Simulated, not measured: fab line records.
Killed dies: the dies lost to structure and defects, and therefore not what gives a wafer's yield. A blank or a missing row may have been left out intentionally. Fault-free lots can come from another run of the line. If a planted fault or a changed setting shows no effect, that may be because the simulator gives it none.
Chamber matching -- flow nand harc -- pecvd-02 running NHARC_A_M0_DEP_32: 3 sister chambers
The step deposits SiCN, target thk 30 nm. 16 wafers are shown with their chamber, then 8 later ones without.

== WAFERS, EACH WITH ITS CHAMBER ==
wafer,chamber,heater power w (W),heater power outer w (W),chamber pressure Torr (Torr)
L074.1,2,639,392,3.002
L074.3,0,773,448,2.999
L074.5,0,760,477,2.995
L079.1,0,780,465,3.011
L079.4,2,578,327,2.999
L079.5,1,603,350,2.998
L085.4,1,580,330,3.006
L085.5,0,773,433,2.998
L085.6,1,566,338,2.997
L086.2,0,713,411,2.985
L086.5,2,575,330,3.001
L086.6,0,740,413,2.998
L088.3,2,652,402,2.998
L088.4,0,766,447,2.999
L088.6,1,570,353,2.995
L091.1,2,552,311,2.991

SIGNATURES (means of the wafers above)
reading,chamber 0,chamber 1,chamber 2,scatter within a chamber
heater power w,757.86,579.75,599.20,30.1
heater power outer w,442.00,342.75,352.40,29
chamber pressure Torr,2.99786,2.99900,2.99820,0.00616
Rule: a wafer's distance from a chamber is the root of the sum, over the readings, of the square of ((its reading less the chamber's mean) divided by the reading's scatter). If the next closest chamber is less than 2 further off than the closest, the wafer can't be placed; otherwise it belongs to the closest. The scatter: take each reading less its chamber's mean, square it, sum over the shown wafers, divide by the number of wafers less the number of chambers, and take the root.

== WAFERS WITHOUT THEIR CHAMBER ==
wafer,heater power w (W),heater power outer w (W),chamber pressure Torr (Torr)
L091.4,534,319,3.002
L091.6,826,493,3.007
L096.1,824,471,3.002
L096.4,564,331,2.994
L096.5,850,482,2.999
L097.1,817,471,3.007
L097.3,635,392,3.009
L097.5,506,299,2.994

== EACH ONE'S CHAMBER ==
wafer,from the rows above,in truth
L091.4,can't be placed: 1 or 2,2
L091.6,0,0
L096.1,0,0
L096.4,can't be placed: 1 or 2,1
L096.5,0,0
L097.1,0,0
L097.3,can't be placed: 2 or 1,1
L097.5,can't be placed: 1 or 2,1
4 of 8 placed correctly. Cannot be placed on the basis of these rows: 4; the candidates contain the true chamber in 4. Wrongly placed: 0.
